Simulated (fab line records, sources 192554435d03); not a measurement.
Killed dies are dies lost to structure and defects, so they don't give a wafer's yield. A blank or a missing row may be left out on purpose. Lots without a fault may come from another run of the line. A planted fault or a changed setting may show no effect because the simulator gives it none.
Chamber matching | flow n5_finfet | N5_MIM_BOT_LITHO_DESCUM_10 on rie_diel-04: 4 sister chambers
The step chemistry O2, time 7.9 s. 4 wafers are shown with their chamber, then 8 later ones without.

WAFERS WITH THEIR CHAMBER
wafer  | chamber | drypump_motor_current_A (A)
L081.6 | 1       | 6.3
L082.1 | 0       | 5.1
L084.5 | 3       | 5.6
L086.3 | 2       | 5.7

WAFERS WITHOUT THEIR CHAMBER
wafer  | drypump_motor_current_A (A)
L086.5 | 5.7
L086.6 | 5.1
L094.1 | 5.7
L094.3 | 5.1
L094.4 | 6.3
L096.1 | 5.2
L096.5 | 5.7
L096.6 | 6.3

WHICH CHAMBER EACH WENT THROUGH
wafer  | from the rows above | in truth
L086.5 | 2                   | 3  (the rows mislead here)
L086.6 | 0                   | 0
L094.1 | 2                   | 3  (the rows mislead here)
L094.3 | 0                   | 0
L094.4 | 1                   | 1
L096.1 | 0                   | 0
L096.5 | 2                   | 2
L096.6 | 1                   | 1
Placed correctly: 6 of 8. Can't be placed from these rows: 0. Placed wrongly: 2.
How it was worked out, from the rows above alone: a wafer's distance from a chamber is the root of the sum, over the readings, of the square of ((its reading less the chamber's mean) divided by the reading's scatter). The wafer belongs to the nearest chamber; if the next one is less than 2 further off, it can't be placed. A chamber's mean is the mean of its shown wafers. The scatter: with one shown wafer a chamber, the root of the mean of the squares of how far each hidden wafer lies from its nearest shown one.
